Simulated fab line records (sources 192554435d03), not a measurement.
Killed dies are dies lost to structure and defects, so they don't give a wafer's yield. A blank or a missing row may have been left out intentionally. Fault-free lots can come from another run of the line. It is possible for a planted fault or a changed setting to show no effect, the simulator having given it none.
Chamber matching | flow n5Finfet | N5_PMOS_HMC_CHANNEL_EPI_ETCH_38 on rieSi-03: 4 sister chambers
The step etches SiO2 in CF4, target depth 1.5 nm. 4 wafers are shown with their chamber, then 9 later ones without.

## WAFERS WITH THEIR CHAMBER
wafer  | chamber | drypumpMotorCurrentA (A)
L086.6 | 2       | 6.1
L087.1 | 3       | 6.3
L087.2 | 1       | 5.2
L087.3 | 0       | 6.4

## WAFERS MISSING THEIR CHAMBER
wafer  | drypumpMotorCurrentA (A)
L093.1 | 6.4
L093.5 | 5.1
L093.6 | 6.4
L095.2 | 5.2
L095.3 | 6.1
L095.4 | 6.3
L097.1 | 6.1
L097.2 | 6.4
L097.3 | 5.1

## THE CHAMBER EACH PASSED THROUGH
wafer  | from the rows above | in truth
L093.1 | 0                   | 0
L093.5 | 1                   | 1
L093.6 | 0                   | 0
L095.2 | 1                   | 1
L095.3 | 2                   | 2
L095.4 | 3                   | 3
L097.1 | 2                   | 2
L097.2 | 0                   | 0
L097.3 | 1                   | 1
Placed correctly: 9 of 9. Can't be placed from these rows: 0. Number placed wrongly: 0.
How it was worked out, from the rows above alone: a wafer's distance from a chamber is the root of the sum, over the readings, of the square of ((its reading less the chamber's mean) divided by the reading's scatter). If the next closest chamber is less than 2 further off than the closest, the wafer can't be placed; otherwise it belongs to the closest. The mean given for a chamber averages the wafers shown for that chamber. The scatter: with one shown wafer a chamber, the root of the mean of the squares of how far each hidden wafer lies from its nearest shown one.
